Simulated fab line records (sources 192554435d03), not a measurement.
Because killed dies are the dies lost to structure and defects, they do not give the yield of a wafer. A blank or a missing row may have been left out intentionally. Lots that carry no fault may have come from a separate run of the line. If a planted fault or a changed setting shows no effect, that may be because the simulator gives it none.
Chamber matching + flow n5_finfet + N5_BEOL_M0_SAQP_PECVD_00 on pecvd-01: 3 sister chambers
The step deposits SiCN from 3MS/NH3, target thk 8 nm, time 14 s. 3 wafers are shown with their chamber, then 8 later ones without.

== EACH WAFER AND ITS CHAMBER ==
| wafer  | chamber | throttle_valve_pct (%) |
|--------|---------|------------------------|
| L083.6 | 1       | 9.1                    |
| L087.4 | 2       | 9.1                    |
| L088.2 | 0       | 9.8                    |

== WAFERS WHOSE CHAMBER IS MISSING ==
| wafer  | throttle_valve_pct (%) |
|--------|------------------------|
| L088.5 | 9.9                    |
| L088.6 | 9.1                    |
| L095.2 | 9.9                    |
| L095.3 | 8.9                    |
| L095.5 | 9.2                    |
| L097.2 | 9.1                    |
| L097.3 | 8.9                    |
| L097.6 | 9.1                    |

== EACH ONE'S CHAMBER ==
| wafer  | from the rows above     | in truth |
|--------|-------------------------|----------|
| L088.5 | 0                       | 0        |
| L088.6 | can't be placed: 1 or 2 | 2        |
| L095.2 | 0                       | 0        |
| L095.3 | can't be placed: 1 or 2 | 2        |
| L095.5 | can't be placed: 1 or 2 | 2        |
| L097.2 | can't be placed: 1 or 2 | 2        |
| L097.3 | can't be placed: 1 or 2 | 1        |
| L097.6 | can't be placed: 1 or 2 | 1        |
Placed correctly: 2 of 8. Cannot be placed on the basis of these rows: 6; the candidates contain the true chamber in 6. 0 placed wrongly.
How it was worked out, from the rows above alone: a wafer's distance from a chamber is the root of the sum, over the readings, of the square of ((its reading less the chamber's mean) divided by the reading's scatter). If the next closest chamber is less than 2 further off than the closest, the wafer can't be placed; otherwise it belongs to the closest. A chamber's mean is the mean of its shown wafers. The scatter: root of mean squared gap, hidden wafer to nearest shown wafer, with one shown wafer a chamber.
